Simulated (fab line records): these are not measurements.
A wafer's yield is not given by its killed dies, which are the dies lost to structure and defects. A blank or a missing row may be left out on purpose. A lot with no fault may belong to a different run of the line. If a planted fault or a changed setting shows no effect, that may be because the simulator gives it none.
Chamber matching	flow n5_finfet	4 sister chambers for N5_BEOL_M11_DESCUM_33 on rie_diel-03
The step chemistry O2, time 7.9 s. 22 wafers are shown with their chamber, then 11 later ones without.

WAFERS PAIRED WITH THEIR CHAMBERS
wafer	chamber	showerhead_plenum_p_Torr (Torr)	drypump_motor_current_A (A)	throttle_valve_pct (%)
L075.2	0	2.04	4.7	20.25
L075.3	3	2.22	5.5	20.30
L075.6	3	2.22	5.5	20.30
L081.2	2	2.23	5.3	20.39
L081.5	3	2.22	5.5	20.30
L081.6	0	2.04	4.8	20.27
L085.1	1	2.14	6.1	20.20
L085.2	3	2.22	5.5	20.31
L085.3	2	2.23	5.3	20.38
L085.4	0	2.03	4.8	20.29
L085.5	3	2.22	5.5	20.32
L085.6	0	2.03	4.8	20.28
L084.1	3	2.22	5.5	20.33
L084.2	1	2.14	6.0	20.20
L084.3	0	2.03	4.7	20.29
L084.4	2	2.23	5.3	20.41
L084.5	1	2.14	6.0	20.20
L084.6	0	2.03	4.7	20.30
L086.2	2	2.23	5.3	20.39
L086.3	1	2.14	6.0	20.19
L086.4	0	2.03	4.8	20.30
L089.2	1	2.14	6.0	20.21

SIGNATURES (means of the wafers above)
reading	chamber 0	chamber 1	chamber 2	chamber 3	scatter within a chamber
showerhead_plenum_p_Torr	2.0329	2.1400	2.2300	2.2200	0.00282
drypump_motor_current_A	4.757	6.020	5.300	5.500	0.0374
throttle_valve_pct	20.2829	20.2000	20.3925	20.3100	0.0138
Rule: a wafer lies at a distance from a chamber equal to the root of the sum of squares, over the readings, of (its reading less the chamber's mean, divided by the reading's scatter). The wafer belongs to the nearest chamber; if the next one is less than 2 further off, it can't be placed. How the scatter is found: for the shown wafers, subtract from each reading the mean of its chamber, square and add these, divide the total by (wafers less chambers), then take the root.

WAFERS MISSING THEIR CHAMBER
wafer	showerhead_plenum_p_Torr (Torr)	drypump_motor_current_A (A)	throttle_valve_pct (%)
L089.3	2.22	5.3	20.42
L089.5	2.22	5.3	20.40
L087.1	2.22	5.3	20.41
L087.4	2.21	5.5	20.33
L087.6	2.14	6.0	20.21
L090.2	2.22	5.3	20.41
L090.3	2.14	6.0	20.20
L090.6	2.03	4.8	20.30
L092.1	2.22	5.3	20.42
L092.2	2.03	4.8	20.32
L092.6	2.21	5.5	20.36

WHICH CHAMBER EACH WENT THROUGH
wafer	from the rows above	in truth
L089.3	2	2
L089.5	2	2
L087.1	2	2
L087.4	3	3
L087.6	1	1
L090.2	2	2
L090.3	1	1
L090.6	0	0
L092.1	2	2
L092.2	0	0
L092.6	3	3
11 of 11 placed correctly. From these rows, 0 cannot be placed. 0 placed wrongly.
